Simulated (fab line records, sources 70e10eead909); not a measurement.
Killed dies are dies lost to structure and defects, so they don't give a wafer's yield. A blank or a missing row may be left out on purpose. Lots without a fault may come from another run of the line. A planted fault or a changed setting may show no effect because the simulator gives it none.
Problem report in the 8D (eight disciplines) form, filled by code | flow nand_harc | the parts of the form that need people (team, actions taken, sign-off) are left out

1. THE PROBLEM
sort_bin_3_pct at NHARC_END_SORT_01 reads a mean of 4.1 % on 1 wafer of 1 lot; wafers without a fault read 0.6 % with a standard deviation of 0.4. That is +8.7 standard deviations from the usual mean.
First seen on wafer L513.6, day 30 12:22, on prober-01. The record holds 3 wafers of 1 lot with a number at this step. Rule for "out", or "out of limits": more than 4 standard deviations from the usual mean. The other wafers with a number count as sound.

2. WHAT IT IS AND WHAT IT IS NOT
question                    | is                                                                                                              | is not
which readings at this step | sort_bin_3_pct, defect_limited_yield, killed_at_array, killed_dies, sort_bin_2_pct, sort_n_pass, sort_yield_pct | killed_at_other, killed_at_periphery, killed_open, killed_short, sort_rim_yield_pct
which lots                  | L513                                                                                                            | -
which wafers of those lots  | L513.6                                                                                                          | L513.3, L513.4
read on which gauges        | prober-01                                                                                                       | -
when                        | from day 30 12:22                                                                                               | up to then (2 sound wafers)

3. SUSPECTS, AND WHAT RULES EACH OUT
Counting: a tool at a process step up to the reading stays a suspect if it ran every lot that is out. Sound lots after the first of them don't rule it out here, since some wafers of a struck lot are sound.
- the gauge at NHARC_END_SORT_01: kept. All the wafers that are out were read on prober-01, and no step on other tools shows them out.
- rie_diel-04 at NHARC_A_M1_ETCH_35 (etches the open film in N2/H2, target depth 40 nm, overetch 12 nm, time 43.94 s): kept. It ran the lot that is out, L513 (day 28 11:44).
- rie_diel-11 at NHARC_A_BONDPAD_ETCH_12 (etches the open film in CHF3/O2, target depth 220 nm, time 110 s): kept. It ran the lot that is out, L513 (day 29 10:55). NHARC_A_BONDPAD_ETCH_12 gives no start for some lots, so the hours and the order of its lots are those of NHARC_THIN_TSV_ETCH_44.
- pvd_sputter-03 at NHARC_A_BONDPAD_PVD_17 (deposits TaN, target thk 5 nm, time 8.06 s): kept. It ran the lot that is out, L513 (day 29 10:55). NHARC_A_BONDPAD_PVD_17 gives no start for some lots, so the hours and the order of its lots are those of NHARC_THIN_TSV_ETCH_44.
- rie_diel-12 at NHARC_THIN_TSV_ETCH_44 (etches the open film in CF4/O2, target depth 1594.2 nm, time 797.1 s): kept. It ran the lot that is out, L513 (day 29 10:55).
- Within rie_diel-04 at NHARC_A_M1_ETCH_35: the wafers that are out ran in chamber 3; their sound lot-mates ran in chamber 1.
- Within rie_diel-12 at NHARC_THIN_TSV_ETCH_44: the wafers that are out ran in chamber 1; their sound lot-mates ran in chambers 0, 2.
Left after counting: rie_diel-04 at NHARC_A_M1_ETCH_35, rie_diel-11 at NHARC_A_BONDPAD_ETCH_12, pvd_sputter-03 at NHARC_A_BONDPAD_PVD_17, rie_diel-12 at NHARC_THIN_TSV_ETCH_44, prober-01 at NHARC_END_SORT_01.

4. THE CAUSE (what the simulator had put in)
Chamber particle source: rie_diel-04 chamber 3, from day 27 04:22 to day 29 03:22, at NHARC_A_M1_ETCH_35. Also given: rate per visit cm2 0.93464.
Counting left 5 suspects, and this tool is among them.

5. THE CHAIN OF EFFECTS, in route order
Each row: a reading whose mean over the struck wafers that have a number lies more than 3 standard deviations from the usual. Only readings for which the record gives a usual standard deviation are gone through. hours: the time from each lot's start at the first step in this table that gives one to its start at this step, as a median over the lots. sigmas: the change in usual standard deviations.
hours | step              | reading              | usual  | on struck wafers | change | sigmas
0     | NHARC_END_SORT_01 | defect_limited_yield | 91.5 % | 77.5             | -14.0  | -4.8
0     | NHARC_END_SORT_01 | killed_at_array      | 53     | 151              | +98    | +4.9
0     | NHARC_END_SORT_01 | killed_dies          | 58     | 152              | +94    | +4.7
0     | NHARC_END_SORT_01 | sort_bin_2_pct       | 3.1 %  | 9.0              | +5.9   | +4.5
0     | NHARC_END_SORT_01 | sort_bin_3_pct       | 0.6 %  | 4.1              | +3.5   | +8.7
0     | NHARC_END_SORT_01 | sort_n_pass          | 619    | 525              | -94    | -4.7
0     | NHARC_END_SORT_01 | sort_yield_pct       | 91.5 % | 77.5             | -14.0  | -4.8

6. WHAT WOULD HAVE CAUGHT IT SOONER
In this record the first reading out of limits at a measuring or inspecting step was taken at day 30 12:22, 80 hours after the fault began at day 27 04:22.
Of the tool readings at NHARC_A_M1_ETCH_35 for which the record gives a usual standard deviation, none was out on any struck wafer, so an alarm limit of 4 standard deviations on them would not have fired.
All the lots that are out (1) had begun NHARC_A_M1_ETCH_35 on rie_diel-04 by day 30 12:22. A hold on the tool at that time would have spared none of them.
